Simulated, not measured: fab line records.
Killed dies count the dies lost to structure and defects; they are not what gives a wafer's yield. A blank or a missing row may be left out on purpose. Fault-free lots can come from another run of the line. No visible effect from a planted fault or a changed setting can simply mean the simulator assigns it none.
Split-lot experiment || flow n5_finfet || on a route of 1938 steps: 7 lots, 21 wafers read

== SPLIT DETAILS ==
At N5_BEOL_M6_ETCH_66 (etches SOC in N2/H2, target depth 80 nm, overetch 16 nm, time 120 s), the setting bias_w was moved away from the recipe's 150 W on 9 of the 21 wafers read, by -7.3% to +9.5%. For the rest of the wafers, this setting stayed at what the recipe calls for.

Reading taken at the split's own step.

== THE READING ==
rf_vpp_V, in V, at N5_BEOL_M6_ETCH_66 (etches SOC in N2/H2, target depth 80 nm, overetch 16 nm, time 120 s). A value of 524.1 V with a standard deviation of 2.5 V is what fault-free wafers of this fab line usually give.

{"wafer": "L076.1", "tool, chamber at the split": "rie_diel-03, 2", "bias_w as run, W": 150, "against the recipe": "recipe", "rf_vpp_V, V": 520.5, "against lot-mates on the recipe": "-"}
{"wafer": "L076.4", "tool, chamber at the split": "rie_diel-03, 1", "bias_w as run, W": 150, "against the recipe": "recipe", "rf_vpp_V, V": 525.5, "against lot-mates on the recipe": "-"}
{"wafer": "L076.6", "tool, chamber at the split": "rie_diel-03, 0", "bias_w as run, W": 150, "against the recipe": "recipe", "rf_vpp_V, V": 524.6, "against lot-mates on the recipe": "-"}
{"wafer": "L079.2", "tool, chamber at the split": "rie_diel-03, 0", "bias_w as run, W": 150, "against the recipe": "recipe", "rf_vpp_V, V": 526.4, "against lot-mates on the recipe": "-"}
{"wafer": "L079.3", "tool, chamber at the split": "rie_diel-03, 2", "bias_w as run, W": 157.2, "against the recipe": "+4.8%", "rf_vpp_V, V": 536.1, "against lot-mates on the recipe": "+9.7"}
{"wafer": "L079.6", "tool, chamber at the split": "rie_diel-03, 1", "bias_w as run, W": 157.2, "against the recipe": "+4.8%", "rf_vpp_V, V": 540.8, "against lot-mates on the recipe": "+14.4"}
{"wafer": "L081.3", "tool, chamber at the split": "rie_diel-03, 0", "bias_w as run, W": 164.2, "against the recipe": "+9.5%", "rf_vpp_V, V": 556.4, "against lot-mates on the recipe": "+30.8"}
{"wafer": "L081.4", "tool, chamber at the split": "rie_diel-03, 3", "bias_w as run, W": 164.2, "against the recipe": "+9.5%", "rf_vpp_V, V": 553.1, "against lot-mates on the recipe": "+27.5"}
{"wafer": "L081.5", "tool, chamber at the split": "rie_diel-03, 0", "bias_w as run, W": 150, "against the recipe": "recipe", "rf_vpp_V, V": 525.6, "against lot-mates on the recipe": "-"}
{"wafer": "L083.1", "tool, chamber at the split": "rie_diel-05, 2", "bias_w as run, W": 150, "against the recipe": "recipe", "rf_vpp_V, V": 527.7, "against lot-mates on the recipe": "-"}
{"wafer": "L083.3", "tool, chamber at the split": "rie_diel-05, 1", "bias_w as run, W": 150, "against the recipe": "recipe", "rf_vpp_V, V": 519.4, "against lot-mates on the recipe": "-"}
{"wafer": "L083.6", "tool, chamber at the split": "rie_diel-05, 3", "bias_w as run, W": 150, "against the recipe": "recipe", "rf_vpp_V, V": 522.6, "against lot-mates on the recipe": "-"}
{"wafer": "L086.1", "tool, chamber at the split": "rie_diel-04, 3", "bias_w as run, W": 142.7, "against the recipe": "-4.9%", "rf_vpp_V, V": 509.2, "against lot-mates on the recipe": "no lot-mate on the recipe"}
{"wafer": "L086.2", "tool, chamber at the split": "rie_diel-04, 1", "bias_w as run, W": 142.7, "against the recipe": "-4.9%", "rf_vpp_V, V": 507.8, "against lot-mates on the recipe": "no lot-mate on the recipe"}
{"wafer": "L086.3", "tool, chamber at the split": "rie_diel-04, 0", "bias_w as run, W": 142.7, "against the recipe": "-4.9%", "rf_vpp_V, V": 508.7, "against lot-mates on the recipe": "no lot-mate on the recipe"}
{"wafer": "L088.4", "tool, chamber at the split": "rie_diel-05, 0", "bias_w as run, W": 150, "against the recipe": "recipe", "rf_vpp_V, V": 527.6, "against lot-mates on the recipe": "-"}
{"wafer": "L088.5", "tool, chamber at the split": "rie_diel-05, 0", "bias_w as run, W": 150, "against the recipe": "recipe", "rf_vpp_V, V": 526.2, "against lot-mates on the recipe": "-"}
{"wafer": "L088.6", "tool, chamber at the split": "rie_diel-05, 1", "bias_w as run, W": 150, "against the recipe": "recipe", "rf_vpp_V, V": 518.7, "against lot-mates on the recipe": "-"}
{"wafer": "L089.1", "tool, chamber at the split": "rie_diel-05, 1", "bias_w as run, W": 139.1, "against the recipe": "-7.3%", "rf_vpp_V, V": 495.2, "against lot-mates on the recipe": -33.3}
{"wafer": "L089.2", "tool, chamber at the split": "rie_diel-05, 2", "bias_w as run, W": 150, "against the recipe": "recipe", "rf_vpp_V, V": 528.5, "against lot-mates on the recipe": "-"}
{"wafer": "L089.6", "tool, chamber at the split": "rie_diel-05, 1", "bias_w as run, W": 139.1, "against the recipe": "-7.3%", "rf_vpp_V, V": 496.1, "against lot-mates on the recipe": -32.4}

THE FIT
A straight line over all 21 wafers: rf_vpp_V changes by +3.38 V for each +1% of bias_w; r = +0.98; the points scatter about the line by 3.1 V.
The same after taking each lot's own level away (the mean of its wafers on the recipe; 18 wafers): +3.54 V for each +1%; r = +0.97; scatter 3.9 V.
According to that fit, moving bias_w by its largest amount changes the reading by 33 V.
Measured against the standard deviation above, the lots' own levels, which go from 523.23 to 528.50 V, span 2.1 times it.
So the lot-to-lot level changes the slope little: the two slopes agree.
Check: with one of the wafers moved furthest among these (+9.5%) left out of the fit, the line predicts +32 V for it against its lot-mates. Against them it came out at +30.8 V.
Tool readings at the split's step, against how far the setting was moved: rf_vpp_V r = +0.98.

== OTHER SPLITS ON THESE WAFERS ==
Other splits were also applied to these wafers ahead of the reading. Each is held against what the fit with the lots' levels taken away leaves over:
{"other split on the same wafers": "N5_BEOL_M4_ETCH_64 bias_w", "wafers away from the commonest value": 2, "r with rf_vpp_V (lot level and that fit taken away)": "+0.13"}
{"other split on the same wafers": "N5_BEOL_M4_COAT_67 spin_rpm", "wafers away from the commonest value": 8, "r with rf_vpp_V (lot level and that fit taken away)": -0.20}
{"other split on the same wafers": "N5_BEOL_M4_ALD_98 ald_cycles", "wafers away from the commonest value": 4, "r with rf_vpp_V (lot level and that fit taken away)": "+0.21"}
{"other split on the same wafers": "N5_BEOL_M4_ETCH_70 h2_flow_sccm", "wafers away from the commonest value": 5, "r with rf_vpp_V (lot level and that fit taken away)": -0.02}
{"other split on the same wafers": "N5_BEOL_M5_HM_DEP_02 target_thk_a", "wafers away from the commonest value": 7, "r with rf_vpp_V (lot level and that fit taken away)": "+0.14"}
{"other split on the same wafers": "N5_BEOL_M5_COAT_60 spin_rpm", "wafers away from the commonest value": 3, "r with rf_vpp_V (lot level and that fit taken away)": "+0.05"}

== THE FILE'S OWN FIT ==
rf_vpp_V changes by +3.46 V for each +1% of bias_w, r = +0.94.
